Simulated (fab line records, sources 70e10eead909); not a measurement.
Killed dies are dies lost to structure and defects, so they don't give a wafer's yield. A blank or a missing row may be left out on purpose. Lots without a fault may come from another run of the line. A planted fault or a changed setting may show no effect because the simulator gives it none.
fab line records | flow nand_harc | part 2 of 2: steps 5 to 6 of 6
record lots=20 wafers=60 last_day=33
route steps=1302 shown A_CHANNEL_HOLE_D2@588 A_STAIRCASE@700
lots that met no fault: from a run of the same line without faults
start_h: hours from the record's first day to the start of the lot's first wafer shown | wait_h: hours since the lot's step before | " the same as in the row above | L1.1+2: a row that stands for several wafers | - no value, or no start given | * or withheld: withheld | < > ~ a bound
route shown NAME@n: a module of which the file shows steps, and the number in the route of the first | usual: mean/standard deviation of fault-free wafers | same: alike in all rows | chamber/n: place in a boat | sites: the reading at each site | _std_site: their standard deviation | _edge_site: outer sites' mean less inner sites' | radius_mm: how far each site lies from the wafer's centre | mask NAME#n: copy n | behind: the tool/chamber that last shaped the wafer | hold: why the lot was held/for how many hours/how that ended | device: the transistor (n, p or np) that didn't switch | end of line: the same wafers' tests at the end of the route | a step without rows: its recipe alone | killed: dies lost to structure and defects at the first sort, not the wafer's yield | map: a wafer's dies, x killed, . not, _ none there
set.NAME: the setting as run; set.NAME@STEP: as run at that earlier step | model.NAME: the simulator's own value behind a step, which no gauge read
steps of the route over a sample of lots; a table a step, a row a wafer
services: from which hour (start_h, from the record's first day; less than 0 if before it) a tool's chamber was out of use, for how many hours, and why
## steps
# step NHARC_A_STAIRCASE_TRIM_202
# recipe time_s=211.2 o2_flow_sccm=500 ar_flow_sccm=0 bias_w=0 chemistry=O2
# usual drypump_motor_current_A=5.7/0.39 o2_flow_sccm=500.0/1.4 oes_product_au=0.999/0.0074 rf_vpp_V=57.5/0.96 showerhead_plenum_p_Torr=3.47/0.16 throttle_valve_pct=17.038/0.0096
# columns lot.wafer tool chamber start_h wait_h drypump_motor_current_A o2_flow_sccm oes_product_au rf_hours_counter_h rf_vpp_V showerhead_plenum_p_Torr throttle_valve_pct
L076.4 rie_diel-04 0 - - 5.6 498.1 0.992 5 56.9 3.29 17.041
L076.2 " 1 " " 5.7 499.5 1.000 6 58.5 3.80 17.048
L076.3 " 2 " " 5.7 499.6 0.995 7 57.7 3.54 17.041
L075.3 rie_diel-04 3 - - 6.3 502.6 1.002 7 57.2 3.50 17.052
L075.5 " 2 " " 5.7 502.3 1.006 - 58.1 3.54 17.043
L075.6 " 3 " " 6.3 503.5 0.999 - 57.3 3.50 17.052
L077.3 rie_diel-04 1 - - 5.7 499.9 1.016 10 58.1 3.80 17.033
L077.4 " 2 " " 5.7 502.2 1.013 11 57.9 3.53 17.040
L077.5 " 0 " " 5.6 498.5 1.011 - 57.4 3.29 17.047
L078.3 rie_diel-12 1 - - 5.2 500.1 1.004 33 57.8 3.46 17.029
L078.2 " 2 " " 6.0 500.1 0.986 40 57.4 3.36 17.049
L078.6 " 3 " " 5.7 499.3 1.006 - 56.1 3.41 17.055
L079.1 rie_diel-12 1 - - 5.2 499.8 0.999 38 57.5 3.46 17.047
L079.2 " 2 " " 6.1 498.0 0.997 44 57.2 3.36 17.043
L079.6 " 0 " " 6.6 499.9 1.001 - 56.8 3.36 17.040
L080.4 rie_diel-04 3 - - 6.4 500.3 1.002 19 57.3 3.49 17.037
L080.1 " 0 " " 5.6 500.9 1.005 18 56.9 3.28 17.040
L080.5 " 2 " " 5.7 498.8 1.001 - 57.5 3.53 17.051
L082.2 rie_diel-12 0 - - 6.6 500.0 0.995 52 58.3 3.35 17.051
L082.6 " 1 " " 5.2 499.4 0.985 - 58.2 3.45 17.032
L082.5 " 3 " " 5.8 501.9 0.995 - 58.7 3.40 17.034
L083.2 rie_diel-07 1 - - 5.7 502.2 0.994 54 56.1 3.42 17.043
L083.4 " 2 " " 5.4 500.9 0.997 56 55.5 3.35 17.050
L083.6 " 1 " " 5.7 498.9 0.999 - 57.7 3.42 17.030
L084.3 rie_diel-07 2 - - 5.4 498.9 0.989 57 56.5 3.35 17.030
L084.4 " 1 " " 5.7 500.2 1.003 55 57.8 3.42 17.041
L084.5 " 2 " " 5.4 497.9 0.988 - 55.8 3.35 17.029
L086.2 rie_diel-07 1 - - 5.7 499.5 1.002 0 56.9 3.42 17.043
L086.3 " 2 " " 5.4 498.9 0.998 0 58.2 3.35 17.038
L086.4 " 3 " " 5.5 498.2 1.002 0 56.5 3.51 17.038
L087.4 rie_diel-04 1 - - 5.7 500.6 1.007 43 57.5 3.78 17.036
L087.2 " 3 " " 6.3 501.6 1.009 44 56.6 3.48 17.025
L087.3 " 0 " " 5.6 501.7 1.008 36 58.7 3.27 17.027
L088.4 rie_diel-07 3 - - 5.5 501.0 1.012 10 57.3 3.50 17.012
L088.3 " 1 " " 5.7 499.5 1.000 9 58.1 3.42 17.039
L088.6 " 2 " " 5.4 499.9 0.990 - 57.2 3.34 17.043
L089.4 rie_diel-12 0 - - 6.6 499.6 1.000 22 55.6 3.34 17.042
L089.5 " 2 " " 6.1 498.7 0.996 - 55.1 3.34 17.031
L089.6 " 3 " " 5.8 497.9 1.011 - 57.1 3.39 17.036
L090.4 rie_diel-12 3 - - 5.7 499.1 1.001 26 57.1 3.39 17.049
L090.1 " 0 " " 6.6 502.5 1.009 28 56.4 3.34 17.043
L090.6 " 3 " " 5.8 499.2 1.005 - 57.0 3.39 17.037
L092.4 rie_diel-12 1 - - 5.2 501.7 0.992 34 56.2 3.43 17.035
L092.3 " 2 " " 6.1 498.9 1.007 30 57.7 3.34 17.043
L092.5 " 1 " " 5.2 500.0 0.989 - 56.4 3.43 17.028
L093.3 rie_diel-04 3 - - 6.3 497.5 1.004 2 57.7 3.47 17.028
L093.1 " 0 " " 5.6 498.4 1.011 2 58.5 3.81 17.044
L093.2 " 2 " " 5.7 500.5 0.997 2 56.7 3.51 17.042
L094.2 rie_diel-04 3 - - 6.3 496.2 1.001 9 58.1 3.46 17.050
L094.3 " 0 " " 5.6 501.4 0.984 9 58.5 3.80 17.020
L094.5 " 2 " " 5.7 501.0 0.994 - 58.3 3.51 17.040
L095.3 rie_diel-12 3 - - 5.7 499.8 1.003 41 56.2 3.38 17.041
L095.6 " 0 " " 6.6 500.7 1.006 - 59.3 3.33 17.044
L095.5 " 1 " " 5.1 499.2 0.991 - 55.8 3.43 17.035
L097.3 rie_diel-12 1 - - 5.2 498.8 1.009 49 56.3 3.42 17.034
L097.6 " 1 " " 5.2 499.2 1.003 - 58.5 3.42 17.039
L097.5 " 2 " " 6.1 501.9 0.998 - 59.1 3.33 17.037
L096.2 rie_diel-07 0 - - 5.4 497.8 1.004 35 57.5 3.79 17.036
L096.3 " 3 " " 5.5 500.0 1.001 34 57.1 3.49 17.024
L096.6 " 1 " " 5.7 499.6 1.000 - 56.7 3.41 17.029
# step NHARC_A_STAIRCASE_ETCH_223
# recipe target_depth_a=1000 time_s=40.5 ion_energy_ev=400 c4f8_flow_sccm=20 o2_flow_sccm=10 ar_flow_sccm=withheld rf_w=600 bias_w=1000 chemistry=C4F8/O2
# usual oes_product_au=0.943/0.009 rf_fwd_power_W=591.9/2.9 rf_vpp_V=893/5.1
# columns lot.wafer tool chamber start_h wait_h oes_product_au rf_fwd_power_W rf_hours_counter_h rf_vpp_V
L076.4 rie_diel-07 3 - - 0.937 589.8 26 896
L076.2 " 0 " " 0.940 590.5 25 887
L076.3 " 1 " " 0.934 591.4 25 893
L075.3 rie_diel-07 2 - - 0.937 590.1 27 891
L075.6 " 1 " " 0.933 595.2 - 892
L075.5 " 2 " " 0.938 591.6 - 891
L077.3 rie_diel-04 0 - - 0.949 590.7 11 887
L077.4 " 1 " " 0.949 594.0 11 906
L077.5 " 3 " " 0.945 586.0 - 895
L078.2 rie_diel-12 2 - - 0.936 589.9 40 892
L078.3 " 3 " " 0.938 590.4 47 893
L078.6 " 2 " " 0.934 590.3 - 888
L079.1 rie_diel-07 2 - - 0.940 593.5 40 890
L079.2 " 1 " " 0.938 596.7 38 891
L079.6 " 3 " " 0.937 589.6 - 895
L080.4 rie_diel-12 0 - - 0.932 594.3 47 889
L080.1 " 1 " " 0.939 590.2 41 894
L080.5 " 3 " " 0.924 596.4 - 891
L082.2 rie_diel-07 2 - - 0.954 595.0 45 889
L082.5 " 2 " " 0.956 596.6 - 890
L082.6 " 3 " " 0.948 587.6 - 896
L083.2 rie_diel-12 3 - - 0.950 589.5 1 891
L083.4 " 1 " " 0.930 590.1 2 893
L083.6 " 3 " " 0.938 593.5 - 892
L084.3 rie_diel-04 3 - - 0.931 590.2 - 895
L084.4 " 1 " " 0.948 593.5 - 904
L084.5 " 1 " " 0.941 592.7 - 906
L086.4 rie_diel-07 3 - - 0.946 588.6 1 896
L086.3 " 1 " " 0.942 594.6 1 892
L086.2 " 2 " " 0.957 591.8 1 889
L087.2 rie_diel-12 3 - - 0.951 593.9 14 890
L087.4 " 1 " " 0.953 590.1 13 894
L087.3 " 2 " " 0.959 589.4 16 889
L088.3 rie_diel-12 3 - - 0.943 595.2 21 891
L088.4 " 2 " " 0.934 589.7 23 890
L088.6 " 0 " " 0.961 596.3 - 890
L089.4 rie_diel-04 2 - - 0.931 592.6 45 895
L089.6 " 3 " " 0.926 586.2 - 894
L089.5 " 0 " " 0.934 592.0 - 887
L090.1 rie_diel-12 1 - - 0.931 591.0 27 894
L090.6 " 0 " " 0.948 597.6 - 888
L090.4 " 1 " " 0.943 591.0 - 894
L092.4 rie_diel-12 2 - - 0.951 587.5 31 889
L092.3 " 3 " " 0.950 591.7 33 893
L092.5 " 1 " " 0.927 592.3 - 892
L093.3 rie_diel-12 1 - - 0.936 592.2 36 893
L093.2 " 2 " " 0.941 589.9 32 890
L093.1 " 3 " " 0.957 593.7 35 890
L094.3 rie_diel-12 0 - - 0.966 593.4 45 889
L094.2 " 2 " " 0.952 591.1 39 890
L094.5 " 0 " " 0.971 595.4 - 888
L095.3 rie_diel-04 2 - - 0.945 592.4 10 896
L095.6 " 1 " " 0.945 594.0 - 904
L095.5 " 2 " " 0.947 594.1 - 896
L097.3 rie_diel-12 2 - - 0.944 591.2 43 889
L097.5 " 2 " " 0.941 587.4 - 888
L097.6 " 3 " " 0.939 596.8 - 890
L096.2 rie_diel-12 0 - - 0.952 594.4 54 889
L096.3 " 2 " " 0.937 590.5 48 889
L096.6 " 3 " " 0.946 593.5 - 891
## services
# columns tool chamber start_h hours kind
rie_diel-04 0 325.68 1.2 repair
rie_diel-02 1 344.01 10.1 repair
rie_diel-04 - 355.15 9.0 pm
rie_diel-02 - 362.47 0.9 repair
har_etch-02 - 377.00 17.0 pm
rie_diel-02 - 393.70 9.0 pm
rie_diel-04 3 404.45 2.5 repair
rie_diel-04 0 426.04 3.4 repair
rie_diel-12 2 438.16 1.7 repair
rie_diel-12 - 446.18 9.0 pm
rie_diel-04 3 449.41 4.5 repair
rie_diel-07 - 458.35 0.2 repair
rie_diel-02 1 460.39 11.7 repair
rie_diel-04 0 461.58 9.0 repair
rie_diel-02 0 462.17 8.4 repair
rie_diel-02 - 463.64 0.5 repair
rie_diel-07 - 471.32 9.0 pm
rie_diel-12 3 485.08 3.3 repair
rie_diel-02 1 498.64 16.3 repair
rie_diel-12 0 513.71 4.4 repair
rie_diel-07 2 523.08 4.5 repair
rie_diel-12 2 530.79 7.1 repair
rie_diel-04 - 532.15 9.0 pm
rie_diel-04 1 558.39 3.9 repair
